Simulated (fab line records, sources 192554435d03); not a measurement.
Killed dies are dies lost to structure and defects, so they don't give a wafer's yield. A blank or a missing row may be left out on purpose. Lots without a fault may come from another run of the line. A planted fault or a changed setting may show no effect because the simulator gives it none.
fab line records | flow n5_finfet | part 1 of 2: steps 1 to 3 of 6
record lots=23 wafers=69 last_day=18
route steps=1938 shown HKMG_FIN@452 GATE_CUT@474 MOL_CONTACT_COAG@527
lots that met no fault: from a run of the same line without faults
start_h: hours from the record's first day to the start of the lot's first wafer shown | wait_h: hours since the lot's step before | " the same as in the row above | L1.1+2: a row that stands for several wafers | - no value, or no start given | * or withheld: withheld | < > ~ a bound
route shown NAME@n: a module of which the file shows steps, and the number in the route of the first | usual: mean/standard deviation of fault-free wafers | same: alike in all rows | chamber/n: place in a boat | sites: the reading at each site | _std_site: their standard deviation | _edge_site: outer sites' mean less inner sites' | radius_mm: how far each site lies from the wafer's centre | mask NAME#n: copy n | behind: the tool/chamber that last shaped the wafer | hold: why the lot was held/for how many hours/how that ended | device: the transistor (n, p or np) that didn't switch | end of line: the same wafers' tests at the end of the route | a step without rows: its recipe alone | killed: dies lost to structure and defects at the first sort, not the wafer's yield | map: a wafer's dies, x killed, . not, _ none there
set.NAME: the setting as run; set.NAME@STEP: as run at that earlier step | model.NAME: the simulator's own value behind a step, which no gauge read
steps of the route over a sample of lots; a table a step, a row a wafer
services: from which hour (start_h, from the record's first day; less than 0 if before it) a tool's chamber was out of use, for how many hours, and why
## steps
# step N5_HKMG_FIN_STRIP_90
# recipe chemistry=N2/H2 material=SOC time_s=20 power_w=500 temp_c=40 pressure_mtorr=50 rf_frequency_hz=6e+07 bias_power_w=8 h2_frac=0.5 n2_flow_sccm=300 h2_flow_sccm=300
# usual chamber_pressure_mTorr=50.00/0.047 drypump_motor_current_A=5.6/0.53 oes_product_au=0.79/0.089 rf_vpp_V=54.2/0.87 showerhead_plenum_p_Torr=3.37/0.11 throttle_valve_pct=18.8/0.37
# columns lot.wafer tool chamber start_h wait_h chamber_pressure_mTorr drypump_motor_current_A oes_product_au rf_hours_counter_h rf_vpp_V showerhead_plenum_p_Torr throttle_valve_pct
L074.2 rie_diel-02 1 77.48 0.0 50.10 6.0 0.74 180 54.1 3.48 19.2
L074.5 " 0 " " 49.99 5.7 0.90 - 54.2 3.28 18.2
L074.6 " 1 " " 50.03 6.0 0.73 - 55.6 3.48 19.2
L076.1 rie_diel-05 2 88.52 0.0 50.04 5.6 0.82 74 55.1 3.40 18.8
L076.3 " 3 " " 49.99 5.4 0.69 209 54.8 3.34 19.1
L076.5 " 0 " " 49.96 5.2 0.82 - 54.6 3.27 19.0
L077.1 rie_diel-06 0 95.50 0.0 50.00 5.0 0.94 24 55.3 3.57 18.4
L077.2 " 3 " " 50.00 6.7 0.72 187 54.2 3.45 19.0
L077.3 " 1 " " 50.03 5.1 0.70 224 54.1 3.32 18.7
L078.1 rie_diel-05 2 104.44 0.0 49.97 5.7 0.81 79 54.2 3.40 18.8
L078.5 " 2 " " 50.03 5.6 0.82 - 52.9 3.40 18.8
L078.6 " 1 " " 50.01 4.9 0.69 - 54.3 3.30 18.5
L079.3 rie_diel-06 2 106.64 0.0 50.03 6.5 0.73 213 54.8 3.18 19.4
L079.5 " 1 " " 50.01 5.1 0.70 - 54.2 3.32 18.7
L079.6 " 2 " " 50.01 6.5 0.73 - 53.4 3.18 19.4
L080.3 rie_diel-02 1 114.24 0.0 49.96 6.0 0.73 192 55.1 3.47 19.2
L080.4 " 2 " " 49.97 5.3 0.91 19 54.8 3.56 18.3
L080.6 " 1 " " 49.96 6.0 0.72 - 54.4 3.47 19.2
L081.3 rie_diel-02 0 117.67 0.0 50.05 5.7 0.87 48 53.5 3.27 18.2
L081.4 " 2 " " 49.96 5.4 0.91 20 54.0 3.56 18.3
L081.5 " 1 " " 49.92 6.0 0.71 - 53.3 3.47 19.2
L082.2 rie_diel-06 0 124.73 0.0 50.04 5.0 0.92 34 53.5 3.57 18.4
L082.3 " 1 " " 50.07 5.1 0.69 234 52.7 3.31 18.7
L082.6 " 1 " " 50.02 5.2 0.69 - 53.1 3.31 18.7
L083.2 rie_diel-06 3 130.47 0.0 49.93 6.7 0.70 200 56.0 3.44 19.0
L083.5 " 1 " " 49.95 5.1 0.69 - 54.8 3.31 18.8
L083.6 " 2 " " 50.00 6.5 0.72 - 52.4 3.18 19.4
L084.1 rie_diel-05 3 141.55 0.0 50.09 5.4 0.68 229 53.1 3.33 19.1
L084.3 " 2 " " 49.99 5.6 0.79 93 55.1 3.39 18.8
L084.5 " 0 " " 50.01 5.3 0.80 - 53.3 3.26 19.1
L085.1 rie_diel-06 0 149.51 0.0 49.99 5.0 0.90 43 54.7 3.56 18.5
L085.3 " 1 " " 50.08 5.1 0.68 243 53.8 3.31 18.7
L085.4 " 3 " " 49.98 6.7 0.70 206 53.2 3.44 19.0
L086.2 rie_diel-05 2 159.30 0.0 50.04 5.6 0.78 100 54.7 3.38 18.8
L086.4 " 1 " " 50.00 4.9 0.96 5 53.8 3.30 18.2
L086.5 " 0 " " 50.04 5.3 0.80 - 53.2 3.26 19.1
L087.1 rie_diel-05 2 176.44 0.0 50.03 5.6 0.79 106 54.8 3.38 18.8
L087.4 " 0 " " 49.94 5.3 0.78 100 53.1 3.26 19.1
L087.5 " 3 " " 50.01 5.4 0.68 - 53.7 3.32 19.1
L088.2 rie_diel-06 3 177.44 0.0 50.01 6.6 0.69 215 52.7 3.44 19.0
L088.5 " 1 " " 50.03 5.1 0.68 - 54.6 3.30 18.8
L088.6 " 0 " " 49.98 5.0 0.90 - 53.9 3.56 18.5
L089.1 rie_diel-02 0 178.57 0.0 49.93 5.7 0.85 67 53.4 3.26 18.3
L089.4 " 3 " " 49.98 5.8 0.81 109 55.6 3.38 19.0
L089.6 " 1 " " 50.03 6.0 0.71 - 53.5 3.46 19.3
L090.2 rie_diel-05 0 183.23 0.0 49.93 5.3 0.79 103 54.5 3.25 19.1
L090.4 " 2 " " 49.99 5.7 0.78 109 53.7 3.38 18.8
L090.5 " 2 " " 50.03 5.7 0.78 - 52.7 3.38 18.8
L091.2 rie_diel-06 3 183.60 0.0 49.99 6.6 0.69 218 55.6 3.43 19.1
L091.5 " 0 " " 50.02 5.0 0.88 - 55.1 3.56 18.5
L091.6 " 1 " " 49.99 5.1 0.67 - 54.3 3.30 18.8
L092.4 rie_diel-06 0 187.13 0.0 49.90 5.0 0.89 - 53.8 3.56 18.5
L092.5 " 3 " " 50.00 6.7 0.69 - 54.6 3.43 19.1
L092.6 " 1 " " 49.91 5.1 0.68 - 54.0 3.30 18.8
L093.1 rie_diel-02 1 194.65 0.0 49.97 6.0 0.71 218 55.1 3.46 19.3
L093.2 " 2 " " 50.01 5.4 0.87 43 54.3 3.55 18.3
L093.6 " 1 " " 49.95 6.0 0.71 - 55.9 3.46 19.3
L094.1 rie_diel-02 3 197.79 0.0 50.01 5.8 0.80 115 53.8 3.38 19.0
L094.4 " 2 " " 50.01 5.3 0.85 45 55.5 3.54 18.3
L094.5 " 0 " " 50.05 5.7 0.84 - 55.3 3.26 18.3
L095.1 rie_diel-05 0 206.68 0.0 49.87 5.3 0.78 115 55.3 3.25 19.1
L095.3 " 1 " " 50.05 4.9 0.92 26 54.5 3.29 18.2
L095.4 " 1 " " 50.02 4.9 0.92 - 53.5 3.29 18.2
L096.3 rie_diel-05 2 214.13 0.0 50.01 5.6 0.75 125 54.8 3.37 18.8
L096.4 " 1 " " 50.01 4.9 0.90 - 54.5 3.28 18.2
L096.6 " 0 " " 50.03 5.3 0.77 - 52.7 3.25 19.1
L097.2 rie_diel-05 2 223.53 0.0 50.05 5.7 0.75 130 55.3 3.37 18.8
L097.3 " 0 " " 49.90 5.3 0.77 124 53.0 3.24 19.1
L097.5 " 3 " " 50.02 5.4 0.95 - 53.8 3.32 18.7
# step N5_GATE_CUT_PECVD_57
# recipe material=SiNx target_thk_a=210 temp_c=400 precursor=SiH4/NH3/N2 pressure_torr=1.5 rf_w=300
# usual heater_power_w=740/51 showerhead_plenum_p_Torr=5.17/0.094 showerhead_vpp_V=1071/45 throttle_valve_pct=40.2/1.7
# columns lot.wafer tool chamber start_h wait_h heater_power_w showerhead_plenum_p_Torr showerhead_vpp_V throttle_valve_pct
L074.2 pecvd-01 1 82.24 1.1 766 5.14 1048 41.6
L074.5 " 0 " " 804 5.10 1095 38.9
L074.6 " 1 " " 780 5.14 1049 41.6
L076.1 pecvd-01 1 93.28 1.1 847 5.15 1049 41.6
L076.3 " 2 " " 767 5.23 1113 43.4
L076.5 " 0 " " 828 5.12 1080 39.0
L077.1 pecvd-03 2 101.63 1.1 750 5.24 1096 38.3
L077.2 " 0 " " 716 5.33 1026 37.8
L077.3 " 1 " " 811 5.18 1064 41.2
L078.1 pecvd-04 2 109.33 1.1 705 5.23 1115 39.8
L078.5 " 2 " " 712 5.23 1128 39.6
L078.6 " 0 " " 632 5.02 1074 38.5
L079.3 pecvd-03 0 111.72 1.1 645 5.35 1014 37.8
L079.5 " 2 " " 783 5.26 1101 38.1
L079.6 " 0 " " 634 5.31 1021 38.0
L080.3 pecvd-03 2 119.10 1.1 804 5.27 1081 38.5
L080.4 " 1 " " 823 5.17 1068 41.2
L080.6 " 0 " " 730 5.33 1014 37.9
L081.3 pecvd-01 0 122.70 1.1 777 5.11 1102 38.9
L081.4 " 1 " " 726 5.15 1048 41.4
L081.5 " 0 " " 802 5.11 1091 38.9
L082.2 pecvd-04 1 129.61 1.1 806 5.05 1007 40.6
L082.3 " 2 " " 631 5.22 1121 39.8
L082.6 " 2 " " 641 5.24 1142 40.0
L083.2 pecvd-01 2 135.30 1.1 748 5.23 1110 43.4
L083.5 " 0 " " 730 5.12 1092 39.1
L083.6 " 2 " " 758 5.22 1145 43.4
L084.1 pecvd-01 2 146.34 1.1 694 5.22 1139 43.4
L084.3 " 0 " " 824 5.11 1099 39.2
L084.5 " 2 " " 674 5.25 1104 43.7
L085.1 pecvd-03 1 154.28 1.1 686 5.17 1054 41.4
L085.3 " 0 " " 729 5.33 1022 38.4
L085.4 " 1 " " 723 5.17 1054 41.3
L086.2 pecvd-01 0 164.07 1.1 755 5.12 1084 39.2
L086.4 " 0 " " 780 5.12 1090 39.2
L086.5 " 1 " " 705 5.13 1075 41.6
L087.1 pecvd-01 2 181.89 1.1 690 5.22 1134 43.3
L087.4 " 2 " " 702 5.23 1143 43.4
L087.5 " 0 " " 745 5.11 1082 39.3
L088.2 pecvd-04 0 183.22 1.1 672 5.00 1072 38.4
L088.5 " 1 " " 774 5.05 977 41.0
L088.6 " 2 " " 736 5.23 1126 40.4
L089.1 pecvd-04 1 184.07 1.1 696 5.06 979 41.1
L089.4 " 1 " " 698 5.05 984 40.7
L089.6 " 0 " " 690 5.00 1081 38.4
L090.2 pecvd-01 0 189.04 1.1 760 5.11 1095 39.3
L090.4 " 0 " " 754 5.11 1066 39.2
L090.5 " 2 " " 735 5.22 1126 43.7
L091.2 pecvd-03 2 191.08 1.1 663 5.28 1116 38.8
L091.5 " 0 " " 703 5.33 1013 38.2
L091.6 " 2 " " 704 5.24 1090 38.6
L092.4 pecvd-03 2 191.95 1.1 751 5.25 1106 38.7
L092.5 " 1 " " 783 5.18 1054 41.2
L092.6 " 0 " " 745 5.34 1034 38.1
L093.1 pecvd-04 0 199.63 1.1 641 5.02 1078 38.4
L093.2 " 1 " " 795 5.04 993 40.8
L093.6 " 1 " " 784 5.04 974 40.6
L094.1 pecvd-01 1 202.74 1.1 770 5.14 1063 41.7
L094.4 " 0 " " 797 5.11 1107 39.5
L094.5 " 1 " " 794 5.14 1040 41.5
L095.1 pecvd-04 0 211.47 1.1 657 5.02 1067 38.3
L095.3 " 2 " " 738 5.22 1123 40.5
L095.4 " 1 " " 804 5.06 988 40.7
L096.3 pecvd-03 0 219.03 1.1 689 5.33 1027 38.3
L096.4 " 0 " " 709 5.33 1023 38.4
L096.6 " 2 " " 733 5.25 1102 38.9
L097.2 pecvd-04 0 228.75 1.1 723 5.01 1074 38.6
L097.3 " 2 " " 713 5.24 1154 40.5
L097.5 " 0 " " 730 5.02 1073 38.5
# step N5_GATE_CUT_DESCUM_18
# recipe chemistry=O2 time_s=7 source_power_w=50 bias_power_w=20 pressure_mtorr=20 rf_frequency_hz=2.712e+07 temp_c=40 resist=CAR-EUV o2_flow_sccm=225
# usual chamber_pressure_mTorr=19.999/0.019 drypump_motor_current_A=5.6/0.44 o2_flow_sccm=225.0/0.65 oes_product_au=0.76/0.093 rf_vpp_V=242.9/1.4 showerhead_plenum_p_Torr=2.07/0.064 throttle_valve_pct=20.29/0.26
# columns lot.wafer tool chamber start_h wait_h chamber_pressure_mTorr drypump_motor_current_A o2_flow_sccm oes_product_au rf_hours_counter_h rf_vpp_V showerhead_plenum_p_Torr throttle_valve_pct
L074.2 rie_diel-03 3 83.45 0.3 19.976 5.7 225.1 0.69 207 243.2 2.08 20.51
L074.5 " 1 " " 19.988 6.3 224.2 0.71 - 243.6 2.16 20.73
L074.6 " 2 " " 19.985 5.0 225.3 0.70 - 243.8 2.13 20.26
L076.1 rie_diel-01 2 94.41 0.2 20.017 5.2 224.7 0.80 105 244.1 2.03 20.30
L076.3 " 0 " " 20.014 4.9 225.8 0.69 235 241.7 2.07 20.50
L076.5 " 3 " " 19.992 5.6 224.5 0.79 - 245.2 2.18 20.13
L077.1 rie_diel-01 1 102.65 0.2 20.029 5.8 225.8 0.87 50 242.9 2.04 20.03
L077.2 " 2 " " 19.999 5.2 224.3 0.79 107 241.9 2.03 20.31
L077.3 " 3 " " 20.018 5.6 225.4 0.79 125 244.8 2.18 20.14
L078.1 rie_diel-01 3 110.34 0.0 19.991 5.6 223.7 0.78 128 243.9 2.18 20.13
L078.5 " 3 " " 19.968 5.6 225.0 0.78 - 244.8 2.18 20.14
L078.6 " 2 " " 20.020 5.2 225.1 0.79 - 242.3 2.03 20.30
L079.3 rie_diel-01 0 112.71 0.0 20.034 5.0 225.6 0.69 240 243.9 2.07 20.52
L079.5 " 0 " " 19.974 5.0 225.2 0.69 - 241.2 2.07 20.52
L079.6 " 1 " " 19.984 5.7 224.7 0.88 - 241.1 2.04 20.06
L080.3 rie_diel-04 2 120.29 0.2 20.021 6.2 224.1 0.91 30 242.6 2.13 19.90
L080.4 " 1 " " 19.982 5.7 225.0 0.77 126 241.4 1.93 20.20
L080.6 " 3 " " 20.018 5.1 224.4 0.70 - 242.6 1.99 20.24
L081.3 rie_diel-03 3 123.66 0.1 19.986 5.7 225.2 0.68 218 242.2 2.07 20.54
L081.4 " 1 " " 19.986 6.3 224.7 0.70 223 242.8 2.16 20.73
L081.5 " 1 " " 19.999 6.3 224.7 0.70 - 244.8 2.16 20.74
L082.2 rie_diel-04 0 130.48 0.0 19.973 5.8 224.1 0.69 227 243.3 2.06 20.60
L082.3 " 2 " " 19.969 6.2 223.9 0.90 34 244.1 2.13 19.91
L082.6 " 2 " " 19.978 6.2 223.7 0.91 - 243.2 2.13 19.90
L083.2 rie_diel-03 2 136.17 0.0 20.004 5.1 224.2 0.68 247 242.8 2.12 20.30
L083.5 " 3 " " 19.980 5.7 225.4 0.68 - 244.3 2.07 20.53
L083.6 " 2 " " 20.029 5.1 225.2 0.68 - 244.2 2.12 20.29
L084.1 rie_diel-04 2 147.52 0.4 20.014 6.2 224.7 0.89 39 244.4 2.13 19.92
L084.3 " 0 " " 20.039 5.7 224.2 0.69 233 242.5 2.05 20.63
L084.5 " 0 " " 19.992 5.8 224.4 0.70 - 244.7 2.05 20.60
L085.1 rie_diel-04 0 155.34 0.2 20.001 5.8 226.0 0.70 235 242.0 2.05 20.60
L085.3 " 3 " " 19.999 5.2 225.3 0.69 199 242.6 1.99 20.23
L085.4 " 1 " " 20.021 5.7 225.2 0.77 133 242.1 1.93 20.24
L086.2 rie_diel-03 1 165.05 0.0 20.021 6.3 226.2 0.68 237 242.8 2.15 20.78
L086.4 " 0 " " 20.007 6.0 225.4 0.69 235 243.9 2.04 20.07
L086.5 " 1 " " 20.013 6.3 225.1 0.68 - 243.6 2.15 20.77
L087.1 rie_diel-01 0 182.76 0.0 20.015 4.9 225.9 0.94 5 242.7 2.06 20.03
L087.4 " 1 " " 19.989 5.8 224.8 0.84 76 241.2 2.03 20.10
L087.5 " 0 " " 20.016 4.9 226.1 0.94 - 241.7 2.06 20.04
L088.2 rie_diel-03 1 184.25 0.0 20.019 6.4 225.9 0.68 242 244.5 2.15 20.78
L088.5 " 1 " " 20.001 6.3 225.1 0.68 - 245.1 2.15 20.77
L088.6 " 2 " " 19.996 5.0 224.6 0.95 - 243.9 2.12 19.95
L089.1 rie_diel-03 1 184.94 0.0 20.009 6.3 225.3 0.68 242 243.2 2.15 20.79
L089.4 " 3 " " 19.976 5.7 225.1 0.67 239 241.3 2.07 20.56
L089.6 " 1 " " 19.989 6.3 225.5 0.68 - 244.6 2.15 20.77
L090.2 rie_diel-03 0 190.30 0.3 20.001 6.0 225.6 0.67 241 242.2 2.04 20.08
L090.4 " 1 " " 20.021 6.3 225.3 0.67 244 245.2 2.15 20.77
L090.5 " 3 " " 20.021 5.7 224.3 0.67 - 242.7 2.07 20.57
L091.2 rie_diel-03 1 192.05 0.1 19.998 6.4 224.9 0.68 245 244.3 2.15 20.79
L091.5 " 3 " " 19.960 5.7 224.3 0.67 - 241.7 2.07 20.57
L091.6 " 2 " " 20.007 5.0 224.9 0.95 - 244.9 2.12 19.95
L092.4 rie_diel-01 3 192.93 0.0 19.992 5.6 225.7 0.75 - 244.4 2.17 20.18
L092.5 " 0 " " 19.980 4.9 224.1 0.94 - 243.5 2.06 20.06
L092.6 " 2 " " 20.029 5.2 224.8 0.76 - 243.0 2.02 20.35
L093.1 rie_diel-03 3 200.74 0.0 19.993 5.7 226.0 0.68 242 244.0 2.06 20.56
L093.2 " 0 " " 20.010 6.0 225.2 0.68 244 240.0 2.04 20.10
L093.6 " 0 " " 19.981 6.0 225.5 0.68 - 241.5 2.04 20.10
L094.1 rie_diel-01 0 203.77 0.0 19.994 4.9 225.3 0.92 12 242.1 2.06 20.06
L094.4 " 1 " " 20.004 5.8 225.3 0.85 80 243.7 2.03 20.10
L094.5 " 2 " " 20.019 5.2 224.8 0.77 - 242.0 2.02 20.35
L095.1 rie_diel-04 2 212.33 0.0 20.012 6.2 226.2 0.87 56 245.0 2.12 19.95
L095.3 " 3 " " 19.996 5.2 225.6 0.68 212 242.6 1.98 20.27
L095.4 " 0 " " 19.948 5.8 224.1 0.68 248 242.2 2.05 20.63
L096.3 rie_diel-01 1 220.75 0.7 20.022 5.8 225.3 0.84 85 241.9 2.03 20.12
L096.4 " 2 " " 19.971 5.2 226.4 0.77 145 241.5 2.02 20.36
L096.6 " 0 " " 20.017 5.0 225.4 0.91 - 242.1 2.06 20.07
L097.2 rie_diel-03 0 230.00 0.4 20.022 6.1 225.2 0.67 254 243.3 2.04 20.12
L097.3 " 2 " " 19.987 5.0 224.2 0.93 20 245.2 2.12 19.96
L097.5 " 3 " " 19.982 5.7 226.2 0.67 - 240.9 2.06 20.59
